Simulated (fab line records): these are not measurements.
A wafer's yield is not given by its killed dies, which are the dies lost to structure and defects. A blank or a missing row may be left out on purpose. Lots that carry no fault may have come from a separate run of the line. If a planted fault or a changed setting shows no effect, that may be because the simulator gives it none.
Which tool is to blame?	flow n5-finfet	72 wafers from 24 lots sampled at 6 of the route's 1938 steps

## WHAT EACH GAUGE READ, for each wafer
N5_MOL_CONTACT_COAG_CD_MEAS_08: target cd 28 nm. Usual: cd-nm at 27.99 nm, with a standard deviation of 0.24.
lot	measured	on	cd-nm (nm)	flag
L074	day 4 15:35	cd-sem-03	28.03 28.53 28.01	
L075	day 5 01:29	cd-sem-03	27.84 28.13 27.71	
L076	day 5 03:27	cd-sem-02	27.30 27.90 27.75	
L077	day 5 10:46	cd-sem-01	28.12 27.72 27.80	
L078	day 5 21:03	cd-sem-02	27.98 27.89 27.59	
L079	day 5 23:23	cd-sem-01	28.10 28.47 27.86	
L080	day 6 02:34	cd-sem-01	28.03 28.21 28.14	
L081	day 6 08:33	cd-sem-02	28.38 28.33 27.83	
L082	day 6 15:35	cd-sem-02	27.86 28.11 28.03	
L083	day 6 19:08	cd-sem-01	28.09 28.03 28.09	
L084	day 7 03:11	cd-sem-03	27.62 28.29 28.08	
L085	day 7 13:41	cd-sem-03	27.96 27.98 27.81	
L086	day 7 15:52	cd-sem-03	28.03 27.95 27.63	
L087	day 7 20:38	cd-sem-01	27.68 28.16 28.21	
L088	day 8 06:47	cd-sem-01	27.80 27.63 28.06	
L089	day 8 07:49	cd-sem-01	27.90 28.02 27.98	
L090	day 8 14:16	cd-sem-03	27.78 28.04 27.95	
L091	day 8 21:53	cd-sem-02	28.06 27.88 28.33	
L092	day 9 04:20	cd-sem-02	28.23 28.08 28.18	
L093	day 9 08:53	cd-sem-01	28.25 28.24 27.81	
L094	day 9 21:32	cd-sem-03	27.90 28.03 27.96	
L095	day 10 02:48	cd-sem-03	28.11 28.09 27.95	
L096	day 10 08:24	cd-sem-03	28.11 28.56 28.33	
L097	day 10 10:29	cd-sem-01	27.55 28.02 27.91	

## EACH LOT AND THE TOOL THAT RAN IT (in order: tool; ch and the chambers of the sampled wafers; start)
lot	N5_HKMG_FIN_ALD_21	N5_GATE_CUT_ETCH_56	N5_GATE_CUT_VAPOR_ETCH_60	N5_GATE_CUT_STRIP_59	N5_GATE_CUT_VAPOR_ETCH_51
L074	ald-metal-03 ch 0,1, day 4 06:33	rie-metal-02 ch 0,1, day 4 07:57	rie-metal-02 ch 0,1, day 4 08:04	rie-diel-03 ch 0,3, day 4 08:18	rie-metal-01 ch 0,1, day 4 12:26
L075	ald-metal-04 ch 0,2,3, day 4 15:07	rie-metal-02 ch 0,1, day 4 16:32	rie-metal-02 ch 0,1, day 4 16:38	rie-diel-03 ch 0,2, day 4 16:47	rie-metal-02 ch 0, day 4 21:12
L076	ald-metal-04 ch 1,2,3, day 4 17:28	rie-metal-03 ch 1, day 4 19:06	rie-metal-03 ch 1, day 4 19:23	rie-diel-03 ch 0,1, day 4 19:35	rie-metal-01 ch 0,1, day 5 00:14
L077	ald-metal-03 ch 0,2,3, day 5 01:38	rie-metal-01 ch 1, day 5 03:02	rie-metal-01 ch 1, day 5 03:10	rie-diel-03 ch 0,2, day 5 03:19	rie-metal-02 ch 0,1, day 5 07:36
L078	ald-metal-04 ch 0,1,3, day 5 11:40	rie-metal-03 ch 0,1, day 5 13:04	rie-metal-03 ch 0,1, day 5 13:11	rie-diel-03 ch 0,2,3, day 5 13:22	rie-metal-02 ch 1, day 5 17:54
L079	ald-metal-03 ch 0,2,3, day 5 14:27	rie-metal-02 ch 0, day 5 15:51	rie-metal-02 ch 0, day 5 15:58	rie-diel-05 ch 0,3, day 5 16:08	rie-metal-01 ch 0,1, day 5 20:14
L080	ald-metal-03 ch 0,1, day 5 17:49	rie-metal-02 ch 0,1, day 5 19:13	rie-metal-02 ch 0,1, day 5 19:20	rie-diel-05 ch 0,1, day 5 19:29	rie-metal-01 ch 0,1, day 5 23:25
L081	ald-metal-03 ch 1,2,3, day 5 23:22	rie-metal-03 ch 1, day 6 00:55	rie-metal-03 ch 1, day 6 01:09	rie-diel-03 ch 0,2, day 6 01:20	rie-metal-02 ch 0,1, day 6 05:23
L082	ald-metal-03 ch 0,1,3, day 6 06:55	rie-metal-02 ch 0,1, day 6 08:20	rie-metal-02 ch 0,1, day 6 08:27	rie-diel-01 ch 2,3, day 6 08:36	rie-metal-01 ch 0,1, day 6 12:31
L083	ald-metal-03 ch 0,2,3, day 6 10:08	rie-metal-02 ch 0,1, day 6 11:32	rie-metal-02 ch 0,1, day 6 11:39	rie-diel-03 ch 1,2,3, day 6 11:48	rie-metal-01 ch 0,1, day 6 16:01
L084	ald-metal-02 ch 0,3, day 6 18:12	rie-metal-03 ch 0,1, day 6 19:38	rie-metal-03 ch 0,1, day 6 19:44	rie-diel-05 ch 2,3, day 6 20:05	rie-metal-01 ch 0,1, day 7 00:09
L085	ald-metal-04 ch 0,1, day 7 04:54	rie-metal-02 ch 0,1, day 7 06:17	rie-metal-02 ch 0,1, day 7 06:25	rie-diel-01 ch 0,1,2, day 7 06:34	rie-metal-02 ch 1, day 7 10:29
L086	ald-metal-02 ch 1,2,3, day 7 07:15	rie-metal-03 ch 0,1, day 7 08:39	rie-metal-03 ch 0,1, day 7 08:46	rie-diel-01 ch 0,2,3, day 7 08:55	rie-metal-03 ch 0,1, day 7 12:50
L087	ald-metal-04 ch 0,1, day 7 11:55	rie-metal-01 ch 0,1, day 7 13:19	rie-metal-01 ch 0,1, day 7 13:26	rie-diel-03 ch 0,3, day 7 13:38	rie-metal-03 ch 0,1, day 7 17:34
L088	ald-metal-04 ch 0,1, day 7 21:56	rie-metal-02 ch 0, day 7 23:20	rie-metal-02 ch 0, day 7 23:28	rie-diel-01 ch 0,1, day 7 23:44	rie-metal-02 ch 0,1, day 8 03:38
L089	ald-metal-02 ch 1,2,3, day 7 22:49	rie-metal-01 ch 0, day 8 00:13	rie-metal-01 ch 0, day 8 00:20	rie-diel-01 ch 1,2,3, day 8 00:29	rie-metal-01 ch 1, day 8 04:25
L090	ald-metal-03 ch 0,1,3, day 8 05:20	rie-metal-01 ch 0, day 8 06:44	rie-metal-01 ch 0, day 8 06:52	rie-diel-03 ch 0,3, day 8 07:05	rie-metal-03 ch 0,1, day 8 11:07
L091	ald-metal-04 ch 1,2,3, day 8 10:37	rie-metal-02 ch 0,1, day 8 12:03	rie-metal-02 ch 0,1, day 8 12:09	rie-diel-01 ch 0,1,2, day 8 12:28	rie-metal-02 ch 0,1, day 8 17:28
L092	ald-metal-02 ch 0,1,2, day 8 19:08	rie-metal-02 ch 1, day 8 20:32	rie-metal-02 ch 1, day 8 20:39	rie-diel-03 ch 0,2,3, day 8 20:55	rie-metal-01 ch 0, day 9 01:16
L093	ald-metal-04 ch 1,2,3, day 8 23:16	rie-metal-02 ch 0, day 9 00:40	rie-metal-02 ch 0, day 9 00:47	rie-diel-05 ch 2,3, day 9 01:00	rie-metal-03 ch 0, day 9 05:07
L094	ald-metal-04 ch 0,1,2, day 9 12:22	rie-metal-03 ch 0,1, day 9 13:49	rie-metal-03 ch 0,1, day 9 13:56	rie-diel-05 ch 0,1,2, day 9 14:11	rie-metal-01 ch 0,1, day 9 18:23
L095	ald-metal-04 ch 0,2,3, day 9 17:34	rie-metal-02 ch 0,1, day 9 18:58	rie-metal-02 ch 0,1, day 9 19:05	rie-diel-03 ch 0,1,2, day 9 19:15	rie-metal-03 ch 0,1, day 9 23:44
L096	ald-metal-02 ch 1,2, day 9 23:23	rie-metal-01 ch 0,1, day 10 00:49	rie-metal-01 ch 0,1, day 10 00:56	rie-diel-01 ch 1,2,3, day 10 01:05	rie-metal-02 ch 0, day 10 05:22
L097	ald-metal-04 ch 0,2,3, day 10 00:26	rie-metal-02 ch 0,1, day 10 01:50	rie-metal-02 ch 0,1, day 10 01:58	rie-diel-01 ch 1,2, day 10 02:14	rie-metal-01 ch 0,1, day 10 07:20
- N5_HKMG_FIN_ALD_21: deposits TiN, target thk 1.5 nm, pulse time 1 s, purge time 3 s.
- N5_GATE_CUT_ETCH_56: etches TiN in Cl2/Ar, target depth 21.6 nm.
- N5_GATE_CUT_VAPOR_ETCH_60: etches HfO2 in BCl3/Cl2.
- N5_GATE_CUT_STRIP_59: strips in N2/H2, time 20 s.
- N5_GATE_CUT_VAPOR_ETCH_51: etches HfO2 in BCl3/Cl2.

## AS READ BY THE TOOLS THEMSELVES (means over the sampled wafers that have a number; for cases with no such wafer, the mark the record gives instead)
N5_HKMG_FIN_ALD_21. Usual: heater-power-w 912 W, standard deviation 110; precursor-pulse-height-rel 0.999, standard deviation 0.018.
lot	tool	heater-power-w (W)	precursor-pulse-height-rel	flag
L074	ald-metal-03	882	1.004	
L075	ald-metal-04	972	0.993	
L076	ald-metal-04	1041	0.986	
L077	ald-metal-03	782	1.017	
L078	ald-metal-04	962	0.986	
L079	ald-metal-03	781	0.998	
L080	ald-metal-03	871	0.995	
L081	ald-metal-03	815	0.995	
L082	ald-metal-03	796	0.987	
L083	ald-metal-03	772	0.997	
L084	ald-metal-02	866	1.000	
L085	ald-metal-04	901	0.995	
L086	ald-metal-02	904	0.981	
L087	ald-metal-04	973	0.995	
L088	ald-metal-04	978	0.982	
L089	ald-metal-02	907	1.003	
L090	ald-metal-03	788	0.998	
L091	ald-metal-04	1037	0.991	
L092	ald-metal-02	922	0.998	
L093	ald-metal-04	1050	0.995	
L094	ald-metal-04	966	1.001	
L095	ald-metal-04	957	1.002	
L096	ald-metal-02	951	1.021	
L097	ald-metal-04	946	1.001	

N5_GATE_CUT_ETCH_56. Usual: chamber-pressure-mTorr 10.000 mTorr, standard deviation 0.0096; drypump-motor-current-A 5.9 A, standard deviation 0.34; oes-product-au 0.80 a.u., standard deviation 0.091; throttle-valve-pct 20.82 %, standard deviation 0.13.
lot	tool	chamber-pressure-mTorr (mTorr)	drypump-motor-current-A (A)	oes-product-au (a.u.)	throttle-valve-pct (%)	flag
L074	rie-metal-02	9.991	6.1	0.87	20.84	
L075	rie-metal-02	10.007	6.1	0.85	20.76	
L076	rie-metal-03	9.993	5.9	0.74	20.76	
L077	rie-metal-01	10.002	5.3	0.60	20.98	
L078	rie-metal-03	10.009	5.7	0.80	20.82	
L079	rie-metal-02	10.002	6.2	0.86	20.95	
L080	rie-metal-02	10.004	6.1	0.86	20.85	
L081	rie-metal-03	10.001	6.0	0.73	20.77	
L082	rie-metal-02	9.997	6.1	0.85	20.85	
L083	rie-metal-02	9.995	6.1	0.84	20.76	
L084	rie-metal-03	10.004	5.7	0.80	20.82	
L085	rie-metal-02	10.002	6.1	0.83	20.76	
L086	rie-metal-03	10.006	5.7	0.79	20.83	
L087	rie-metal-01	10.001	5.9	0.68	20.80	
L088	rie-metal-02	9.983	6.2	0.84	20.95	
L089	rie-metal-01	10.000	6.2	0.71	20.71	
L090	rie-metal-01	10.005	6.2	0.72	20.70	
L091	rie-metal-02	9.993	6.1	0.82	20.77	
L092	rie-metal-02	9.998	6.0	0.81	20.68	
L093	rie-metal-02	10.005	6.2	0.83	20.97	
L094	rie-metal-03	10.000	5.4	0.83	20.87	
L095	rie-metal-02	9.997	6.1	0.82	20.87	
L096	rie-metal-01	9.996	5.9	0.80	20.71	
L097	rie-metal-02	9.998	6.1	0.81	20.78	

N5_GATE_CUT_VAPOR_ETCH_60. Usual: drypump-motor-current-A 5.9 A, standard deviation 0.34; oes-product-au 0.79 a.u., standard deviation 0.089.
lot	tool	drypump-motor-current-A (A)	oes-product-au (a.u.)	flag
L074	rie-metal-02	6.1	0.86	
L075	rie-metal-02	6.1	0.84	
L076	rie-metal-03	6.0	0.75	
L077	rie-metal-01	5.3	0.59	
L078	rie-metal-03	5.7	0.81	
L079	rie-metal-02	6.2	0.85	
L080	rie-metal-02	6.1	0.84	
L081	rie-metal-03	5.9	0.73	
L082	rie-metal-02	6.1	0.85	
L083	rie-metal-02	6.1	0.84	
L084	rie-metal-03	5.7	0.80	
L085	rie-metal-02	6.1	0.83	
L086	rie-metal-03	5.6	0.78	
L087	rie-metal-01	5.9	0.68	
L088	rie-metal-02	6.1	0.82	
L089	rie-metal-01	6.2	0.73	
L090	rie-metal-01	6.3	0.72	
L091	rie-metal-02	6.1	0.81	
L092	rie-metal-02	6.0	0.82	
L093	rie-metal-02	6.2	0.82	
L094	rie-metal-03	5.4	0.83	
L095	rie-metal-02	6.1	0.81	
L096	rie-metal-01	5.9	0.80	
L097	rie-metal-02	6.1	0.81	

N5_GATE_CUT_STRIP_59. Usual: value, then standard deviation, for each; chamber-pressure-mTorr 100.01 mTorr / 0.088; drypump-motor-current-A 5.6 A / 0.56; n2-flow-sccm 300.1 sccm / 0.99; oes-product-au 0.77 a.u. / 0.082; rf-vpp-V 45.4 V / 0.87; showerhead-plenum-p-Torr 3.41 Torr / 0.14; throttle-valve-pct 12.20 % / 0.26.
lot	tool	chamber-pressure-mTorr (mTorr)	drypump-motor-current-A (A)	n2-flow-sccm (sccm)	oes-product-au (a.u.)	rf-vpp-V (V)	showerhead-plenum-p-Torr (Torr)	throttle-valve-pct (%)	flag
L074	rie-diel-03	99.98	5.3	300.6	0.78	45.0	3.26	12.07	
L075	rie-diel-03	99.96	5.3	299.9	0.74	45.8	3.49	12.21	
L076	rie-diel-03	100.00	5.4	300.1	0.75	45.3	3.48	12.22	
L077	rie-diel-03	99.97	5.3	300.3	0.75	45.3	3.50	12.13	
L078	rie-diel-03	100.09	5.3	300.2	0.76	46.3	3.38	12.12	
L079	rie-diel-05	100.13	5.4	300.9	0.88	45.8	3.30	11.95	
L080	rie-diel-05	99.97	5.6	300.6	0.77	45.0	3.34	12.42	
L081	rie-diel-03	99.97	5.3	300.1	0.73	46.2	3.49	12.24	
L082	rie-diel-01	99.96	5.4	300.7	0.70	45.9	3.48	12.42	
L083	rie-diel-03	100.07	5.3	300.2	0.77	45.0	3.39	12.07	
L084	rie-diel-05	99.99	6.4	299.8	0.75	44.3	3.25	12.25	
L085	rie-diel-01	100.01	6.1	300.7	0.79	45.4	3.52	12.31	
L086	rie-diel-01	100.02	5.7	299.8	0.70	46.1	3.48	12.48	
L087	rie-diel-03	100.02	5.3	298.6	0.75	45.1	3.25	12.15	
L088	rie-diel-01	100.07	5.9	301.0	0.84	45.4	3.54	12.07	
L089	rie-diel-01	99.97	5.7	299.9	0.78	46.2	3.51	12.27	
L090	rie-diel-03	99.96	5.3	300.5	0.73	44.6	3.35	12.26	
L091	rie-diel-01	100.03	6.1	299.6	0.78	45.6	3.52	12.34	
L092	rie-diel-03	99.96	5.3	299.3	0.73	44.7	3.37	12.18	
L093	rie-diel-05	100.00	6.6	301.6	0.75	44.3	3.24	12.28	
L094	rie-diel-05	100.03	5.6	299.2	0.85	44.6	3.29	12.13	
L095	rie-diel-03	100.06	5.4	299.6	0.73	45.4	3.48	12.23	
L096	rie-diel-01	100.04	5.7	300.0	0.86	45.9	3.51	12.09	
L097	rie-diel-01	99.99	6.2	300.1	0.79	45.4	3.52	12.40	

N5_GATE_CUT_VAPOR_ETCH_51. Usual: drypump-motor-current-A 5.9 A, standard deviation 0.42; oes-product-au 0.77 a.u., standard deviation 0.11.
lot	tool	drypump-motor-current-A (A)	oes-product-au (a.u.)	flag
L074	rie-metal-01	5.6	0.64	
L075	rie-metal-02	6.2	0.86	
L076	rie-metal-01	5.9	0.69	
L077	rie-metal-02	6.1	0.85	
L078	rie-metal-02	6.0	0.84	
L079	rie-metal-01	5.7	0.64	
L080	rie-metal-01	5.9	0.69	
L081	rie-metal-02	6.1	0.83	
L082	rie-metal-01	5.6	0.63	
L083	rie-metal-01	5.6	0.64	
L084	rie-metal-01	5.6	0.63	
L085	rie-metal-02	6.0	0.82	
L086	rie-metal-03	5.4	0.85	
L087	rie-metal-03	5.7	0.79	
L088	rie-metal-02	6.1	0.82	
L089	rie-metal-01	5.3	0.58	
L090	rie-metal-03	5.7	0.78	
L091	rie-metal-02	6.1	0.82	
L092	rie-metal-01	6.2	0.73	
L093	rie-metal-03	5.1	0.89	
L094	rie-metal-01	5.6	0.89	
L095	rie-metal-03	5.4	0.83	
L096	rie-metal-02	6.2	0.81	
L097	rie-metal-01	5.9	0.80	

## THE ANSWER, worked out from the rows above alone
Rule: lot off if the mean of its wafers having a number is beyond 3 standard deviations from the usual mean. A lot without any number at a reading at which 4 lots or more have one is off too. Any other lot the step has rows for is counted as sound. Order of review: gauges by route order, followed by the tools' own readings, for which a lot's mean as printed above is used. The first step at which some lot is off is used, and at that step the reading that is off furthest; a lot without a number counts as furthest.
Across all readings shown, no lot is off: no conclusion can be drawn from this.

## WHAT THE SIMULATOR PUT IN
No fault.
